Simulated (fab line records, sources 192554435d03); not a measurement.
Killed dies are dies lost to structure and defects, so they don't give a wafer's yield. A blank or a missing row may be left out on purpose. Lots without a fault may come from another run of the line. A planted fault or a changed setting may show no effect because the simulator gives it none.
Chamber matching | flow n5_finfet | N5_BEOL_M5_ETCH_67 on rie_diel-01: 4 sister chambers
The step etches SiARC in CF4, target depth 15.6 nm, time 26 s. 4 wafers are shown with their chamber, then 10 later ones without.

WAFERS WITH THEIR CHAMBER
wafer  | chamber | drypump_motor_current_A (A)
L086.2 | 1       | 6.0
L085.5 | 3       | 5.8
L089.1 | 2       | 6.2
L089.5 | 0       | 5.3

WAFERS WITHOUT THEIR CHAMBER
wafer  | drypump_motor_current_A (A)
L089.6 | 6.0
L093.2 | 5.3
L093.4 | 6.2
L093.5 | 6.3
L094.1 | 6.3
L094.2 | 6.0
L094.3 | 5.8
L095.2 | 6.0
L095.3 | 5.3
L095.5 | 6.3

WHICH CHAMBER EACH WENT THROUGH
wafer  | from the rows above | in truth
L089.6 | 1                   | 1
L093.2 | 0                   | 0
L093.4 | 2                   | 2
L093.5 | 2                   | 2
L094.1 | 2                   | 2
L094.2 | 1                   | 1
L094.3 | 3                   | 3
L095.2 | 1                   | 1
L095.3 | 0                   | 0
L095.5 | 2                   | 2
Placed correctly: 10 of 10. Can't be placed from these rows: 0. Placed wrongly: 0.
How it was worked out, from the rows above alone: a wafer's distance from a chamber is the root of the sum, over the readings, of the square of ((its reading less the chamber's mean) divided by the reading's scatter). The wafer belongs to the nearest chamber; if the next one is less than 2 further off, it can't be placed. A chamber's mean is the mean of its shown wafers. The scatter: with one shown wafer a chamber, the root of the mean of the squares of how far each hidden wafer lies from its nearest shown one.
